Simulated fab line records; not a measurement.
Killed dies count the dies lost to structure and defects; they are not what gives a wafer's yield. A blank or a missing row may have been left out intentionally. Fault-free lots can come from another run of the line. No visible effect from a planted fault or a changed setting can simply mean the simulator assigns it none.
Matching of chambers ; flow nand-harc ; 3 sister chambers for NHARC_A_DECK1_JOINT_DEP_16 on pecvd-01
The step deposits SiO2, target thk 45 nm. 30 wafers are shown with their chamber, then 12 later ones without.

## WAFERS, EACH WITH ITS CHAMBER
wafer;chamber;heater-power-w (W);throttle-valve-pct (%)
L074.2;1;627;15.9
L074.3;2;543;16.7
L074.6;1;642;15.9
L074.1;0;774;15.6
L074.4;0;775;15.6
L074.5;2;542;16.8
L079.1;2;405;16.9
L079.2;1;604;15.6
L079.4;0;721;16.2
L080.4;0;755;15.2
L080.5;1;672;15.1
L080.6;2;516;17.2
L082.1;1;648;15.3
L082.2;2;528;17.4
L082.4;1;649;14.9
L082.3;0;774;15.1
L082.5;2;539;17.3
L082.6;0;808;15.1
L083.1;1;674;14.8
L083.5;1;655;15.2
L083.6;2;457;17.4
L083.2;0;823;15.1
L083.3;2;461;17.3
L083.4;0;829;15.1
L086.3;0;801;15.4
L086.4;1;617;15.2
L086.5;2;457;17.5
L088.1;1;644;15.0
L088.4;1;664;15.0
L088.5;2;464;17.7

SIGNATURES (means of the wafers above)
reading;chamber 0;chamber 1;chamber 2;scatter within a chamber
heater-power-w;784.44;645.09;491.20;36.2
throttle-valve-pct;15.378;15.264;17.220;0.36
Rule: for each reading, subtract the chamber's mean from the wafer's reading, divide by that reading's scatter and square the result; add these up over the readings and take the root, which gives the wafer's distance from the chamber. If the next closest chamber is less than 2 further off than the closest, the wafer can't be placed; otherwise it belongs to the closest. How the scatter is found: for the shown wafers, subtract from each reading the mean of its chamber, square and add these, divide the total by (wafers less chambers), then take the root.

## WAFERS WITHOUT THEIR CHAMBER
wafer;heater-power-w (W);throttle-valve-pct (%)
L091.3;479;17.5
L091.4;777;15.0
L091.6;695;15.0
L092.1;535;17.7
L092.3;674;14.9
L092.6;667;15.2
L097.1;506;16.7
L097.4;568;15.3
L097.6;506;16.8
L097.2;699;15.7
L097.3;552;15.8
L097.5;725;15.6

## THE CHAMBER EACH PASSED THROUGH
wafer;from the rows above;in truth
L091.3;2;2
L091.4;0;0
L091.6;can't be placed: 1 or 0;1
L092.1;2;2
L092.3;1;1
L092.6;1;1
L097.1;2;2
L097.4;1;1
L097.6;2;2
L097.2;can't be placed: 1 or 0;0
L097.3;can't be placed: 1 or 2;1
L097.5;can't be placed: 0 or 1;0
Correctly placed: 8 of 12. From these rows, 4 cannot be placed; in 4 the true chamber is one of the candidates. Placed wrongly: 0.
